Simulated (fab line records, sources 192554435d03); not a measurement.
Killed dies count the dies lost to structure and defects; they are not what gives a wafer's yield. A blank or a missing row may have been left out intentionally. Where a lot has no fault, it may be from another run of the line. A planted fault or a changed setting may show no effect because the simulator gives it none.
fab line records | flow n5_finfet
record: lots: 5 | wafers: 14 | last_day: 17
route steps=1938 shown DUMMY_GATE@255 SPACER0@258 SD_EPI_N@262 BEOL_M4@1111
lots that met no fault: from a run of the same line without faults
start_h: hours from the record's first day to the start of the lot's first wafer shown | wait_h: how many hours have passed since the lot's step before this one | " identical to the entry in the row above | L1.1+2: one row covering several wafers at once | - either no value or no given start | * or withheld: withheld | < > ~ a bound
route shown NAME@n: names a module that has steps shown in the file, with the first one's number in the route | usual: mean/standard deviation taken from wafers without a fault | same: alike in all rows | chamber/n: place in a boat | sites: readings site by site | _std_site: standard deviation across them | _edge_site: inner sites' mean taken away from outer sites' mean | radius_mm: how far each site lies from the wafer's centre | mask NAME#n: copy n | behind: the tool/chamber that last shaped the wafer | hold: why the lot went on hold/how many hours it stayed there/how the hold came to an end | device: transistor that didn't switch, given as n, p or np | end of line: the tests these same wafers got at the end of their route | a step without rows: its recipe alone | killed: not the wafer's yield, but the dies lost to structure and defects at the first sort | map: a wafer's dies, x killed, . not, _ none there
set.NAME: the run value of the setting; set.NAME@STEP: its run value at that earlier step | model.NAME: the simulator's own value behind a step, which no gauge read
lots at some steps of the route; a table a step, a row a wafer
services: from which hour (start_h, from the record's first day; less than 0 if before it) a tool's chamber was out of use, for how many hours, and why
== steps ==
step: N5_DUMMY_GATE_SRD_26
recipe: dry: ipa_marangoni | time_s: 30 | temp_c: 23 | rinse_liquid: diw
step: N5_DUMMY_GATE_UV_OZONE_45
recipe: time_s: 120 | pressure_torr: 760 | temp_c: 25
step: N5_DUMMY_GATE_INSPECT_27
recipe: inspect_instrument: brightfield | mode: aei
usual: raw_defect_count: 278/61
lot.wafer | tool              | chamber | start_h | wait_h | raw_defect_count
L653.2    | defect_inspect-02 | -       | 75.10   | 0.0    | 236
L653.4    | "                 | -       | "       | "      | 360
L653.5    | "                 | -       | "       | "      | 302
L654.2    | defect_inspect-01 | -       | 79.01   | 0.0    | 325
L654.3    | "                 | -       | "       | "      | 279
L654.5    | "                 | -       | "       | "      | 232
L661.3    | defect_inspect-02 | -       | 121.74  | 0.0    | 316
L661.6    | "                 | -       | "       | "      | 510
L670.2    | defect_inspect-01 | -       | 173.62  | 0.0    | 262
L670.5    | "                 | -       | "       | "      | 239
L670.6    | "                 | -       | "       | "      | 173
L672.2    | defect_inspect-02 | -       | 184.42  | 0.0    | 213
L672.3    | "                 | -       | "       | "      | 263
L672.6    | "                 | -       | "       | "      | 236
step: N5_SPACER0_ALD_07
recipe: material: SiNx | target_thk_a: 20 | temp_c: 400 | ald_precursor_family: SiH2I2 | ald_co_reactant: N2/H2-plasma | pressure_torr: 2
step: N5_SPACER0_ALD_00
recipe: material: SiOCN | target_thk_a: 35 | temp_c: 400 | ald_precursor_family: alkyl-aminosilane | ald_co_reactant: O2/N2-plasma | pulse_time_s: 3 | purge_time_s: 2 | co_reactant_purge_time_s: 2 | ald_cycles: 58 | pressure_torr: 2
usual: heater_power_w: 800/89 | precursor_pulse_height_rel: 1.000/0.02
same: pulse_time_s: 3 | purge_time_s: 2
lot.wafer | tool       | chamber | start_h | wait_h | heater_power_w | precursor_pulse_height_rel
L653.2    | ald_sin-01 | 1       | 75.29   | 0.1    | 989            | 1.021
L653.4    | "          | 3       | "       | "      | 763            | 0.990
L653.5    | "          | 1       | "       | "      | 951            | 1.022
L654.2    | ald_sin-02 | 0       | 79.35   | 0.1    | 897            | 1.009
L654.3    | "          | 3       | "       | "      | 832            | 0.987
L654.5    | "          | 3       | "       | "      | 824            | 1.019
L661.3    | ald_sin-01 | 3       | 121.93  | 0.1    | 715            | 1.005
L661.6    | "          | 3       | "       | "      | 721            | 0.964
L670.2    | ald_sin-02 | 1       | 173.81  | 0.1    | 779            | 0.988
L670.5    | "          | 0       | "       | "      | 913            | 1.023
L670.6    | "          | 3       | "       | "      | 831            | 1.018
L672.2    | ald_sin-04 | 2       | 184.61  | 0.1    | 745            | 0.991
L672.3    | "          | 0       | "       | "      | 908            | 0.997
L672.6    | "          | 3       | "       | "      | 673            | 0.961
step: N5_SPACER0_ALD_08
recipe: material: SiNx | target_thk_a: 20 | temp_c: 400 | ald_precursor_family: SiH2I2 | ald_co_reactant: N2/H2-plasma | pressure_torr: 2
usual: heater_power_w: 800/91
lot.wafer | tool       | chamber | start_h | wait_h | heater_power_w
L653.2    | ald_sin-01 | 1       | 75.55   | 0.1    | 986
L653.4    | "          | 3       | "       | "      | 769
L653.5    | "          | 1       | "       | "      | 965
L654.2    | ald_sin-02 | 0       | 79.60   | 0.1    | 870
L654.3    | "          | 3       | "       | "      | 837
L654.5    | "          | 3       | "       | "      | 834
L661.3    | ald_sin-01 | 3       | 122.18  | 0.1    | 729
L661.6    | "          | 3       | "       | "      | 707
L670.2    | ald_sin-02 | 1       | 174.07  | 0.1    | 779
L670.5    | "          | 0       | "       | "      | 898
L670.6    | "          | 3       | "       | "      | 849
L672.2    | ald_sin-04 | 2       | 184.87  | 0.1    | 764
L672.3    | "          | 0       | "       | "      | 933
L672.6    | "          | 3       | "       | "      | 684
step: N5_SPACER0_INSPECT_04
recipe: inspect_instrument: darkfield | mode: post_dep
usual: raw_defect_count: 129/27
lot.wafer | tool              | chamber | start_h | wait_h | raw_defect_count
L653.2    | defect_inspect-01 | -       | 75.71   | 0.1    | 105
L653.4    | "                 | -       | "       | "      | 132
L653.5    | "                 | -       | "       | "      | 112
L654.2    | defect_inspect-01 | -       | 79.76   | 0.1    | 142
L654.3    | "                 | -       | "       | "      | 135
L654.5    | "                 | -       | "       | "      | 120
L661.3    | defect_inspect-02 | -       | 122.34  | 0.1    | 148
L661.6    | "                 | -       | "       | "      | 203
L670.2    | defect_inspect-02 | -       | 174.22  | 0.1    | 132
L670.5    | "                 | -       | "       | "      | 110
L670.6    | "                 | -       | "       | "      | 105
L672.2    | defect_inspect-01 | -       | 185.03  | 0.1    | 87
L672.3    | "                 | -       | "       | "      | 105
L672.6    | "                 | -       | "       | "      | 96
step: N5_SD_EPI_N_COAT_32
recipe: resist: SOC | temp_c: 250 | time_s: 60 | spin_rpm: 1500 | resist_thk_nm: 350
step: N5_SD_EPI_N_COAT_33
recipe: resist: SiARC | temp_c: 220 | time_s: 60 | spin_rpm: 1500 | resist_thk_nm: 35
step: N5_SD_EPI_N_COAT_03
recipe: resist: CAR-ArF-block | spin_rpm: 1500 | resist_thk_nm: 150
step: N5_SD_EPI_N_EBR_05
recipe: solvent: PGMEA | ebr_width_mm: 1.5
step: N5_SD_EPI_N_SOFTBAKE_04
recipe: temp_c: 110 | time_s: 60 | resist: CAR-ArF-block
step: N5_SD_EPI_N_EXPOSE_06
recipe: mask_id: SD_N_BLK | na: 1.35 | source_shape: conventional | sigma_outer: 0.8 | polarization: unpolarized | target_cd_nm: 120 | dose_mj: 39.75
usual: reticle_temp_C: 23.00/0.1
lot.wafer | tool            | chamber | start_h | wait_h | mask       | reticle_temp_C
L653.2    | arfi_scanner-03 | 0       | 75.86   | -      | SD_N_BLK#0 | 22.85
L653.4    | "               | 0       | "       | "      | SD_N_BLK#0 | 22.82
L653.5    | "               | 0       | "       | "      | SD_N_BLK#0 | 22.84
L654.2    | arfi_scanner-01 | 0       | 80.04   | -      | SD_N_BLK#0 | 22.97
L654.3    | "               | 0       | "       | "      | SD_N_BLK#0 | 22.98
L654.5    | "               | 0       | "       | "      | SD_N_BLK#0 | 22.90
L661.3    | arfi_scanner-01 | 0       | 122.50  | -      | SD_N_BLK#0 | 23.18
L661.6    | "               | 0       | "       | "      | SD_N_BLK#0 | 23.10
L670.2    | arfi_scanner-03 | 0       | 174.50  | -      | SD_N_BLK#0 | 23.07
L670.5    | "               | 0       | "       | "      | SD_N_BLK#0 | 22.88
L670.6    | "               | 0       | "       | "      | SD_N_BLK#0 | 22.93
L672.2    | arfi_scanner-03 | 0       | 185.31  | -      | SD_N_BLK#0 | 23.07
L672.3    | "               | 0       | "       | "      | SD_N_BLK#0 | 23.01
L672.6    | "               | 0       | "       | "      | SD_N_BLK#0 | 23.00
step: N5_SD_EPI_N_PEB_07
recipe: peb_temp_c: 110 | peb_time_s: 60 | resist: CAR-ArF-block
step: N5_SD_EPI_N_DEVELOP_08
recipe: develop_time_s: 30 | developer: TMAH | resist: CAR-ArF-block | dev_temp_c: 23 | rinse_liquid: diw | dry: air_spin
step: N5_SD_EPI_N_CD_MEAS_09
recipe: target_cd_nm: 120 | landing_energy_ev: 500 | detector: se_inlens
usual: cd_nm: 119.8/0.72
lot.wafer | tool      | chamber | start_h | wait_h | cd_nm
L653.2    | cd_sem-02 | 0       | 75.98   | -      | 120.5
L653.4    | "         | 0       | "       | "      | 119.6
L653.5    | "         | 0       | "       | "      | 120.5
L654.2    | cd_sem-02 | 0       | 80.16   | -      | 119.7
L654.3    | "         | 0       | "       | "      | 120.0
L654.5    | "         | 0       | "       | "      | 119.4
L661.3    | cd_sem-03 | 0       | 122.62  | -      | 121.8
L661.6    | "         | 0       | "       | "      | 119.9
L670.2    | cd_sem-02 | 0       | 174.62  | -      | 118.5
L670.5    | "         | 0       | "       | "      | 119.4
L670.6    | "         | 0       | "       | "      | 118.7
L672.2    | cd_sem-02 | 0       | 185.43  | -      | 118.3
L672.3    | "         | 0       | "       | "      | 118.5
L672.6    | "         | 0       | "       | "      | 118.9
step: N5_SD_EPI_N_OVL_MEAS_10
recipe: points_per_wafer: 44
usual: SD_N_BLK_OVL: -0.4/0.81
same: points_per_wafer: 44
lot.wafer | tool       | chamber | start_h | wait_h | SD_N_BLK_OVL[nm]
L653.2    | overlay-02 | 0       | 76.01   | 0.0    | -0.7
L653.4    | "          | 0       | "       | "      | -0.3
L653.5    | "          | 0       | "       | "      | 0.4
L654.2    | overlay-02 | 0       | 80.19   | 0.0    | -0.2
L654.3    | "          | 0       | "       | "      | -0.2
L654.5    | "          | 0       | "       | "      | -0.5
L661.3    | overlay-02 | 0       | 122.65  | 0.0    | -0.8
L661.6    | "          | 0       | "       | "      | -1.0
L670.2    | overlay-02 | 0       | 174.65  | 0.0    | -1.4
L670.5    | "          | 0       | "       | "      | -0.8
L670.6    | "          | 0       | "       | "      | -1.1
L672.2    | overlay-01 | 0       | 185.46  | 0.0    | -0.3
L672.3    | "          | 0       | "       | "      | -0.7
L672.6    | "          | 0       | "       | "      | -1.1
step: N5_SD_EPI_N_INSPECT_11
recipe: mode: adi | inspect_instrument: macro
usual: raw_defect_count: 2.1/1.4
lot.wafer | tool              | chamber | start_h | wait_h | raw_defect_count
L653.2    | defect_inspect-02 | -       | 76.03   | 0.0    | 3
L653.4    | "                 | -       | "       | "      | 1
L653.5    | "                 | -       | "       | "      | 3
L654.2    | defect_inspect-02 | -       | 80.22   | 0.0    | 2
L654.3    | "                 | -       | "       | "      | 1
L654.5    | "                 | -       | "       | "      | 1
L661.3    | defect_inspect-01 | -       | 122.67  | 0.0    | 2
L661.6    | "                 | -       | "       | "      | 1
L670.2    | defect_inspect-01 | -       | 174.68  | 0.0    | 3
L670.5    | "                 | -       | "       | "      | 3
L670.6    | "                 | -       | "       | "      | 2
L672.2    | defect_inspect-01 | -       | 185.48  | 0.0    | 7
L672.3    | "                 | -       | "       | "      | 5
L672.6    | "                 | -       | "       | "      | 0
step: N5_SD_EPI_N_DESCUM_14
recipe: chemistry: O2 | time_s: 7.9 | source_power_w: 50 | bias_power_w: 20 | pressure_mtorr: 20 | rf_frequency_hz: 2.712e+07 | temp_c: 40 | resist: CAR-ArF-block | o2_flow_sccm: 225
usual: drypump_motor_current_A: 5.9/0.54 | oes_product_au: 0.78/0.084 | rf_vpp_V: 243.3/1.5 | showerhead_plenum_p_Torr: 2.10/0.07 | throttle_valve_pct: 20.46/0.24
lot.wafer | tool        | chamber | start_h | wait_h | drypump_motor_current_A | oes_product_au | rf_hours_counter_h | rf_vpp_V | showerhead_plenum_p_Torr | throttle_valve_pct | model.SD_EPI_N.cd_nm
L653.2    | rie_diel-02 | 0       | 76.07   | 0.0    | 5.3                     | 0.66           | 246                | 240.8    | 2.06                     | 20.27              | 120.8
L653.4    | "           | 2       | "       | "      | 6.5                     | 0.86           | 58                 | 243.6    | 2.12                     | 20.48              | 119.8
L653.5    | "           | 0       | "       | "      | 5.3                     | 0.66           | -                  | 243.5    | 2.06                     | 20.27              | 120.4
L654.2    | rie_diel-04 | 0       | 80.25   | 0.0    | 6.5                     | 0.71           | 211                | 243.0    | 2.08                     | 20.62              | 119.4
L654.3    | "           | 3       | "       | "      | 6.0                     | 0.92           | 15                 | 244.7    | 2.23                     | 20.26              | 119.8
L654.5    | "           | 1       | "       | "      | 5.9                     | 0.68           | -                  | 242.1    | 2.06                     | 20.61              | 119.6
L661.3    | rie_diel-04 | 3       | 122.70  | 0.0    | 6.0                     | 0.89           | 33                 | 246.7    | 2.23                     | 20.27              | 121.8
L661.6    | "           | 3       | "       | "      | 6.0                     | 0.89           | -                  | 246.1    | 2.23                     | 20.29              | 119.8
L670.2    | rie_diel-04 | 3       | 174.81  | 0.1    | 6.0                     | 0.85           | 57                 | 245.0    | 2.22                     | 20.32              | 118.6
L670.5    | "           | 1       | "       | "      | 5.9                     | 0.98           | -                  | 242.4    | 2.05                     | 20.31              | 119.2
L670.6    | "           | 2       | "       | "      | 5.9                     | 0.83           | -                  | 243.0    | 2.04                     | 20.48              | 118.8
L672.2    | rie_diel-04 | 2       | 185.51  | 0.0    | 5.8                     | 0.83           | 72                 | 242.7    | 2.04                     | 20.50              | 118.6
L672.3    | "           | 3       | "       | "      | 6.0                     | 0.84           | 60                 | 245.4    | 2.22                     | 20.33              | 118.4
L672.6    | "           | 3       | "       | "      | 6.0                     | 0.86           | -                  | 245.2    | 2.22                     | 20.32              | 118.8
step: N5_SD_EPI_N_ETCH_34
recipe: chemistry: CF4 | target: SiARC | target_depth_a: 455 | mask_material: CAR-ArF-block | time_s: 75.8 | ion_energy_ev: 80 | pressure_mtorr: 40 | source_w: 545 | bias_w: 36 | Ar_flow_sccm: 100 | cf4_flow_sccm: 100 | ends: cleared
step: N5_SD_EPI_N_ETCH_35
recipe: chemistry: N2/H2 | target: SOC | overetch_a: 1080 | mask_material: SiARC | temp_c: 40 | ion_energy_ev: 100 | source_w: 3000 | bias_w: 133 | pressure_mtorr: 20 | time_s: 486 | n2_flow_sccm: 200 | h2_flow_sccm: 200
usual: drypump_motor_current_A: 5.9/0.54 | h2_flow_sccm: 200.1/0.55 | oes_product_au: 0.70/0.07 | rf_vpp_V: 240.8/1.3 | showerhead_plenum_p_Torr: 2.54/0.084 | throttle_valve_pct: 23.9/0.31
lot.wafer | tool        | chamber | start_h | wait_h | drypump_motor_current_A | h2_flow_sccm | oes_product_au | rf_hours_counter_h | rf_vpp_V | showerhead_plenum_p_Torr | throttle_valve_pct
L653.2    | rie_diel-02 | 0       | 76.16   | 0.0    | 5.3                     | 200.7        | 0.60           | 246                | 240.8    | 2.50                     | 23.9
L653.4    | "           | 2       | "       | "      | 6.5                     | 200.3        | 0.78           | 58                 | 241.1    | 2.58                     | 23.9
L653.5    | "           | 0       | "       | "      | 5.3                     | 200.1        | 0.59           | -                  | 239.6    | 2.50                     | 23.9
L654.2    | rie_diel-04 | 0       | 80.34   | 0.0    | 6.5                     | 200.7        | 0.63           | 211                | 238.6    | 2.50                     | 23.7
L654.3    | "           | 3       | "       | "      | 6.0                     | 199.5        | 0.82           | 15                 | 242.3    | 2.71                     | 23.7
L654.5    | "           | 1       | "       | "      | 5.9                     | 200.5        | 0.62           | -                  | 238.8    | 2.51                     | 23.9
L661.3    | rie_diel-04 | 3       | 122.79  | 0.0    | 6.0                     | 199.9        | 0.78           | 33                 | 241.0    | 2.70                     | 23.7
L661.6    | "           | 3       | "       | "      | 6.0                     | 200.5        | 0.78           | -                  | 242.3    | 2.70                     | 23.7
L670.2    | rie_diel-04 | 3       | 174.90  | 0.0    | 6.0                     | 201.2        | 0.75           | 57                 | 240.6    | 2.69                     | 23.7
L670.5    | "           | 1       | "       | "      | 5.9                     | 199.8        | 0.89           | -                  | 239.3    | 2.50                     | 23.7
L670.6    | "           | 2       | "       | "      | 5.8                     | 200.0        | 0.74           | -                  | 239.6    | 2.47                     | 24.0
L672.2    | rie_diel-04 | 2       | 185.60  | 0.0    | 5.8                     | 200.0        | 0.74           | 72                 | 239.6    | 2.47                     | 24.0
L672.3    | "           | 3       | "       | "      | 6.1                     | 199.9        | 0.75           | 60                 | 244.1    | 2.69                     | 23.7
L672.6    | "           | 3       | "       | "      | 6.0                     | 200.2        | 0.75           | -                  | 242.4    | 2.69                     | 23.7
step: N5_SD_EPI_N_STRIP_36
recipe: chemistry: N2/H2 | temp_c: 40 | n2_flow_sccm: 200 | h2_flow_sccm: 200 | rf_frequency_hz: 6e+07
step: N5_SD_EPI_N_ETCHBACK_44
recipe: chemistry: CH3F/O2 | mode: anisotropic_etchback | target: SiNx | target_depth_a: 145 | stop_on: SiO2 | over_etch_frac: 0.3 | ion_energy_ev: 120 | pressure_mtorr: 30 | source_w: 395 | bias_w: 73 | Ar_flow_sccm: 150 | CH3F_flow_sccm: 30 | O2_flow_sccm: 20
usual: drypump_motor_current_A: 5.8/0.54 | oes_o_777_au: 0.78/0.076 | oes_product_au: 0.67/0.066 | rf_vpp_V: 299.2/2.7 | showerhead_plenum_p_Torr: 2.00/0.065 | throttle_valve_pct: 16.36/0.23
lot.wafer | tool        | chamber | start_h | wait_h | drypump_motor_current_A | oes_o_777_au | oes_product_au | rf_hours_counter_h | rf_vpp_V | showerhead_plenum_p_Torr | throttle_valve_pct
L653.2    | rie_diel-02 | 0       | 76.48   | 0.0    | 5.2                     | 0.68         | 0.57           | 247                | 295.4    | 1.96                     | 16.23
L653.4    | "           | 2       | "       | "      | 6.5                     | 0.86         | 0.74           | 58                 | 300.5    | 2.03                     | 16.41
L653.5    | "           | 0       | "       | "      | 5.3                     | 0.68         | 0.58           | -                  | 295.7    | 1.96                     | 16.23
L654.2    | rie_diel-04 | 0       | 80.66   | 0.0    | 6.5                     | 0.72         | 0.61           | 211                | 296.3    | 1.99                     | 16.54
L654.3    | "           | 3       | "       | "      | 6.0                     | 0.90         | 0.78           | 15                 | 303.0    | 2.13                     | 16.11
L654.5    | "           | 1       | "       | "      | 5.9                     | 0.69         | 0.59           | -                  | 295.7    | 1.97                     | 16.57
L661.3    | rie_diel-04 | 3       | 123.12  | 0.0    | 6.0                     | 0.86         | 0.75           | 34                 | 301.6    | 2.12                     | 16.13
L661.6    | "           | 3       | "       | "      | 6.0                     | 0.86         | 0.74           | -                  | 301.6    | 2.12                     | 16.15
L670.2    | rie_diel-04 | 3       | 175.22  | 0.0    | 6.0                     | 0.84         | 0.72           | 57                 | 301.1    | 2.11                     | 16.19
L670.5    | "           | 1       | "       | "      | 5.9                     | 0.99         | 0.84           | -                  | 297.0    | 1.96                     | 16.17
L670.6    | "           | 2       | "       | "      | 5.9                     | 0.82         | 0.71           | -                  | 300.8    | 1.94                     | 16.35
L672.2    | rie_diel-04 | 2       | 185.93  | 0.0    | 5.8                     | 0.82         | 0.70           | 72                 | 300.2    | 1.94                     | 16.34
L672.3    | "           | 3       | "       | "      | 6.0                     | 0.83         | 0.71           | 60                 | 302.1    | 2.11                     | 16.18
L672.6    | "           | 3       | "       | "      | 6.0                     | 0.82         | 0.71           | -                  | 303.6    | 2.11                     | 16.20
step: N5_SD_EPI_N_ETCH_45
recipe: chemistry: CH3F/O2 | target: SiOCN | target_depth_a: 60 | mask_material: SOC | ion_energy_ev: 60 | bias_w: 29 | pressure_mtorr: 15 | source_w: 410 | Ar_flow_sccm: 150 | CH3F_flow_sccm: 30 | O2_flow_sccm: 20
step: N5_SD_EPI_N_ETCH_16
recipe: chemistry: CHF3/O2 | target: SiO2 | target_depth_a: 50 | mask_material: SOC | pressure_mtorr: 30 | source_w: 650 | bias_w: 170 | Ar_flow_sccm: 200 | CHF3_flow_sccm: 50 | O2_flow_sccm: 5 | ion_energy_ev: 200
step: N5_SD_EPI_N_STRIP_47
recipe: chemistry: CHF3/O2 | resist: SiARC | rf_frequency_hz: 6e+07
step: N5_SD_EPI_N_SD_RECESS_17
recipe: chemistry: HBr/Cl2/O2 | target_depth_a: 410 | mask_material: SOC | time_s: 23.7 | bt_time_s: 3 | pressure_mtorr: 10 | icp_w: 800 | bias_w: 112 | HBr_flow_sccm: 150 | Cl2_flow_sccm: 80 | O2_flow_sccm: 12
usual: drypump_motor_current_A: 5.8/0.56 | oes_o_777_au: 0.992/0.02 | oes_product_au: 0.993/0.02 | throttle_valve_pct: 36.88/0.19
lot.wafer | tool      | chamber | start_h | wait_h | drypump_motor_current_A | oes_o_777_au | oes_product_au | rf_hours_counter_h | throttle_valve_pct | model.SD_EPI_N.cd_nm
L653.2    | rie_si-03 | 0       | 76.75   | 0.0    | 5.1                     | 1.007        | 1.005          | 87                 | 36.73              | 121.2
L653.4    | "         | 2       | "       | "      | 5.6                     | 1.020        | 1.019          | -                  | 36.79              | 121.2
L653.5    | "         | 0       | "       | "      | 5.1                     | 1.007        | 1.010          | -                  | 36.75              | 120.4
L654.2    | rie_si-04 | 0       | 80.94   | 0.0    | 6.4                     | 0.965        | 0.967          | 62                 | 36.71              | 119.6
L654.3    | "         | 2       | "       | "      | 4.9                     | 0.999        | 1.000          | 8                  | 36.78              | 118
L654.5    | "         | 3       | "       | "      | 6.4                     | 0.986        | 0.974          | -                  | 36.81              | 118.8
L661.3    | rie_si-04 | 3       | 123.39  | 0.0    | 6.4                     | 0.983        | 0.974          | 88                 | 36.83              | 122.2
L661.6    | "         | 3       | "       | "      | 6.4                     | 0.980        | 0.984          | -                  | 36.82              | 119.8
L670.2    | rie_si-02 | 0       | 175.49  | 0.0    | 5.9                     | 1.010        | 1.024          | 77                 | 37.00              | 118.6
L670.5    | "         | 2       | "       | "      | 6.0                     | 1.001        | 1.003          | -                  | 36.74              | 121.6
L670.6    | "         | 1       | "       | "      | 5.7                     | 1.016        | 1.016          | -                  | 36.87              | 120
L672.2    | rie_si-03 | 2       | 186.20  | 0.0    | 5.5                     | 1.024        | 1.022          | 10                 | 36.77              | 119.2
L672.3    | "         | 0       | "       | "      | 5.1                     | 1.005        | 1.019          | 89                 | 36.74              | 119
L672.6    | "         | 0       | "       | "      | 5.1                     | 1.006        | 1.011          | -                  | 36.75              | 118
step: N5_SD_EPI_N_STRIP_38
recipe: chemistry: N2/H2 | power_w: 1000 | temp_c: 250 | h2_frac: 0.65 | overash_fraction: 0.3 | pressure_mtorr: withheld | n2_flow_sccm: 1750 | h2_flow_sccm: 3250
usual: drypump_motor_current_A: 5.5/0.63 | h2_flow_sccm: 3251/9.7 | heater_power_w: 326/18 | oes_product_au: 0.760/0.011
lot.wafer | tool            | chamber | start_h | wait_h | drypump_motor_current_A | h2_flow_sccm | heater_power_w | oes_product_au | rf_hours_counter_h
L653.2    | plasma_asher-02 | 1       | 76.85   | 0.1    | 5.2                     | 3263         | 301            | 0.771          | 85
L653.4    | "               | 0       | "       | "      | 4.9                     | 3258         | 330            | 0.759          | -
L653.5    | "               | 1       | "       | "      | 5.2                     | 3238         | 296            | 0.753          | -
L654.2    | plasma_asher-01 | 0       | 81.03   | 0.1    | 6.6                     | 3249         | 341            | 0.756          | 41
L654.3    | "               | 1       | "       | "      | 5.3                     | 3235         | 335            | 0.765          | -
L654.5    | "               | 0       | "       | "      | 6.6                     | 3258         | 341            | 0.746          | -
L661.3    | plasma_asher-02 | 0       | 123.50  | 0.1    | 4.9                     | 3250         | 329            | 0.756          | -
L661.6    | "               | 1       | "       | "      | 5.2                     | 3258         | 297            | 0.749          | -
L670.2    | plasma_asher-02 | 1       | 175.59  | 0.1    | 5.2                     | 3254         | 299            | 0.760          | 110
L670.5    | "               | 1       | "       | "      | 5.2                     | 3260         | 299            | 0.779          | -
L670.6    | "               | 0       | "       | "      | 5.0                     | 3240         | 328            | 0.750          | -
L672.2    | plasma_asher-02 | 0       | 186.29  | 0.1    | 4.9                     | 3277         | 338            | 0.748          | 114
L672.3    | "               | 1       | "       | "      | 5.2                     | 3242         | 300            | 0.777          | -
L672.6    | "               | 1       | "       | "      | 5.2                     | 3254         | 297            | 0.756          | -
step: N5_BEOL_M4_RC_MEAS_101
usual: DIBL_N: 36.3/1 | DIBL_P: 36.2/1.4 | IOFF_N: 0.157/0.021 | IOFF_P: 0.206/0.025 | ION_N: 673/9 | ION_P: 461/6.4 | SS_N: 71.5/0.5 | SS_P: 73.2/0.47 | VT_N: 249.9/2.4 | VT_P: -250.6/2.9
lot.wafer | tool      | chamber | start_h | wait_h | DIBL_N[mV/V] | DIBL_P[mV/V] | IOFF_N[nA/um] | IOFF_P[nA/um] | ION_N[uA/um] | ION_P[uA/um] | SS_N[mV/dec] | SS_P[mV/dec] | VT_N[mV] | VT_P[mV]
L654.2    | prober-02 | 0       | 199.80  | 0.2    | 36.6         | 37.1         | 0.158         | 0.208         | 670          | 457          | 71.3         | 73.6         | 251.4    | -251.3
L654.3    | "         | 0       | "       | "      | 34.5         | 34.7         | 0.138         | 0.184         | 673          | 465          | 71.1         | 73.2         | 250.4    | -249.8
L654.5    | "         | 0       | "       | "      | 36.5         | 37.6         | 0.159         | 0.216         | 663          | 454          | 71.3         | 73.7         | 252.1    | -251.2
L653.2    | prober-01 | 0       | 203.38  | 0.2    | 36.1         | 37.2         | 0.145         | 0.207         | 681          | 467          | 71.0         | 72.4         | 250.6    | -250.6
L653.4    | "         | 0       | "       | "      | 36.2         | 35.7         | 0.135         | 0.195         | 671          | 464          | 71.0         | 72.9         | 249.6    | -250.6
L653.5    | "         | 0       | "       | "      | 35.5         | 35.3         | 0.130         | 0.185         | 672          | 462          | 71.1         | 72.8         | 251.0    | -252.9
L661.3    | prober-02 | 0       | 237.44  | 0.3    | 38.8         | 39.5         | 0.204         | 0.247         | 677          | 460          | 72.6         | 74.1         | 248.8    | -250.0
L661.6    | "         | 0       | "       | "      | 36.1         | 36.1         | 0.147         | 0.190         | 677          | 464          | 72.6         | 72.7         | 251.3    | -252.7
L670.2    | prober-01 | 0       | 289.31  | 0.2    | 37.5         | 36.1         | 0.166         | 0.236         | 683          | 470          | 72.1         | 72.6         | 248.3    | -246.5
L670.5    | "         | 0       | "       | "      | 37.4         | 35.7         | 0.164         | 0.234         | 678          | 463          | 71.5         | 73.8         | 250.8    | -245.9
L670.6    | "         | 0       | "       | "      | 36.6         | 35.1         | 0.152         | 0.210         | 675          | 463          | 70.4         | 73.3         | 249.1    | -250.4
L672.2    | prober-02 | 0       | 306.72  | 0.2    | 35.5         | 37.7         | 0.165         | 0.194         | 679          | 464          | 71.2         | 73.0         | 245.6    | -249.8
L672.3    | "         | 0       | "       | "      | 37.6         | 40.5         | 0.204         | 0.238         | 683          | 466          | 72.0         | 74.0         | 246.8    | -250.4
L672.6    | "         | 0       | "       | "      | 36.9         | 40.0         | 0.204         | 0.231         | 686          | 463          | 71.8         | 74.2         | 245.4    | -250.8
== services ==
tool            | chamber | start_h | hours | kind
arfi_scanner-03 | -       | 54.33   | 9.9   | repair
plasma_asher-02 | -       | 55.61   | 2.2   | repair
arfi_scanner-01 | -       | 61.69   | 1.3   | pm
rie_si-04       | 2       | 70.23   | 8.0   | repair
rie_si-02       | 1       | 74.50   | 3.2   | repair
rie_si-03       | 2       | 83.02   | 1.5   | repair
ald_sin-02      | 3       | 85.14   | 14.9  | repair
ald_sin-01      | -       | 85.25   | 14.0  | pm
arfi_scanner-01 | -       | 85.35   | 1.0   | pm
ald_sin-04      | 1       | 90.16   | 5.2   | repair
arfi_scanner-03 | -       | 95.50   | 4.9   | pm
rie_diel-04     | 0       | 96.47   | 9.4   | repair
rie_diel-04     | 1       | 108.49  | 18.2  | repair
plasma_asher-02 | -       | 108.90  | 1.4   | repair
arfi_scanner-03 | -       | 112.38  | 1.0   | pm
ald_sin-01      | 1       | 125.40  | 1.6   | repair
arfi_scanner-03 | -       | 137.42  | 1.3   | pm
ald_sin-04      | -       | 139.20  | 1.7   | repair
arfi_scanner-03 | -       | 143.48  | 0.2   | repair
plasma_asher-01 | -       | 153.76  | 14.6  | pm
ald_sin-01      | 0       | 165.18  | 1.3   | repair
arfi_scanner-01 | -       | 169.71  | 0.8   | pm
arfi_scanner-03 | -       | 172.14  | 1.0   | pm
ald_sin-02      | -       | 177.74  | 14.0  | pm
== key ==
first_sign none at tools or gauges
model_effect: step: N5_SD_EPI_N_DESCUM_14 | value: SD_EPI_N.cd_nm | without: 120.2 | struck: 121.8
model_effect: step: N5_SD_EPI_N_SD_RECESS_17 | value: SD_EPI_N.cd_nm | without: 120.6 | struck: 122.2
met_at N5_SD_EPI_N_EXPOSE_06
struck_wafers L661.3
onset_between 80.04 122.50
fault: kind: process_parameter_drift | tool: arfi_scanner-01 | chamber: - | onset_h: 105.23 | steps: N5_SD_EPI_N_EXPOSE_06 | channel: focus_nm | offset: 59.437 | shape: step | end_h: 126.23 | scope: struck_wafers_only
